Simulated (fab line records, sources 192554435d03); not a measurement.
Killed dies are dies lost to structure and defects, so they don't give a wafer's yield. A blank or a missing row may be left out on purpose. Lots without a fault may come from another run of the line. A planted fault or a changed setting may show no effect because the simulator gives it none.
Chamber matching | flow n5_finfet | N5_BEOL_M1_PRE_CLEAN_60 on cvd_co-02: 3 sister chambers
The step time 15 s. 3 wafers are shown with their chamber, then 12 later ones without.

WAFERS WITH THEIR CHAMBER
wafer  | chamber | heater_power_w (W)
L091.2 | 1       | 96
L091.5 | 0       | 87
L091.6 | 2       | 65

WAFERS WITHOUT THEIR CHAMBER
wafer  | heater_power_w (W)
L094.1 | 97
L094.4 | 87
L094.5 | 66
L095.1 | 88
L095.3 | 66
L095.4 | 89
L096.3 | 68
L096.4 | 89
L096.6 | 88
L097.2 | 88
L097.3 | 65
L097.5 | 88

WHICH CHAMBER EACH WENT THROUGH
wafer  | from the rows above | in truth
L094.1 | 1                   | 1
L094.4 | 0                   | 0
L094.5 | 2                   | 2
L095.1 | 0                   | 0
L095.3 | 2                   | 2
L095.4 | 0                   | 0
L096.3 | 2                   | 2
L096.4 | 0                   | 0
L096.6 | 0                   | 0
L097.2 | 0                   | 0
L097.3 | 2                   | 2
L097.5 | 0                   | 0
Placed correctly: 12 of 12. Can't be placed from these rows: 0. Placed wrongly: 0.
How it was worked out, from the rows above alone: a wafer's distance from a chamber is the root of the sum, over the readings, of the square of ((its reading less the chamber's mean) divided by the reading's scatter). The wafer belongs to the nearest chamber; if the next one is less than 2 further off, it can't be placed. A chamber's mean is the mean of its shown wafers. The scatter: with one shown wafer a chamber, the root of the mean of the squares of how far each hidden wafer lies from its nearest shown one.
